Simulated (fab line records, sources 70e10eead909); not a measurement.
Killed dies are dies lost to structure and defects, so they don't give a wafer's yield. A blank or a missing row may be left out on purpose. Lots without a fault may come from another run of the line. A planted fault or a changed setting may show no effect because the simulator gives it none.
Chamber matching | flow nand_harc | NHARC_A_WL_FILL_ALD_10 on ald_hk-02: 4 sister chambers
The step deposits SiO2, target thk 50 nm, pulse time 10 s, ald cycles 500. 8 wafers are shown with their chamber, then 10 later ones without.

WAFERS WITH THEIR CHAMBER
wafer  | chamber | heater_power_w (W) | precursor_pulse_height_rel
L085.3 | 0       | 586                | 1.010
L085.6 | 3       | 480                | 1.004
L085.5 | 0       | 602                | 1.014
L086.2 | 1       | 414                | 0.999
L086.5 | 1       | 395                | 0.984
L086.6 | 2       | 470                | 1.010
L089.4 | 3       | 474                | 0.978
L089.1 | 2       | 481                | 0.993

WAFERS WITHOUT THEIR CHAMBER
wafer  | heater_power_w (W) | precursor_pulse_height_rel
L089.5 | 593                | 0.994
L093.3 | 590                | 1.045
L093.1 | 394                | 0.983
L093.2 | 481                | 1.003
L093.4 | 472                | 1.018
L093.5 | 390                | 1.001
L093.6 | 593                | 0.983
L096.3 | 459                | 1.029
L096.4 | 563                | 0.978
L096.5 | 445                | 1.011

WHICH CHAMBER EACH WENT THROUGH
wafer  | from the rows above          | in truth
L089.5 | 0                            | 0
L093.3 | 0                            | 0
L093.1 | 1                            | 1
L093.2 | can't be placed: 2 or 3      | 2
L093.4 | can't be placed: 2 or 3      | 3
L093.5 | 1                            | 1
L093.6 | 0                            | 0
L096.3 | can't be placed: 2 or 3      | 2
L096.4 | 0                            | 0
L096.5 | can't be placed: 2 or 3 or 1 | 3
Placed correctly: 6 of 10. Can't be placed from these rows: 4 (the true chamber is among the candidates in 4). Placed wrongly: 0.
How it was worked out, from the rows above alone: a wafer's distance from a chamber is the root of the sum, over the readings, of the square of ((its reading less the chamber's mean) divided by the reading's scatter). The wafer belongs to the nearest chamber; if the next one is less than 2 further off, it can't be placed. A chamber's mean is the mean of its shown wafers. The scatter: the root of (the sum of the squares of (reading less its chamber's mean) over the shown wafers, divided by (wafers less chambers)).
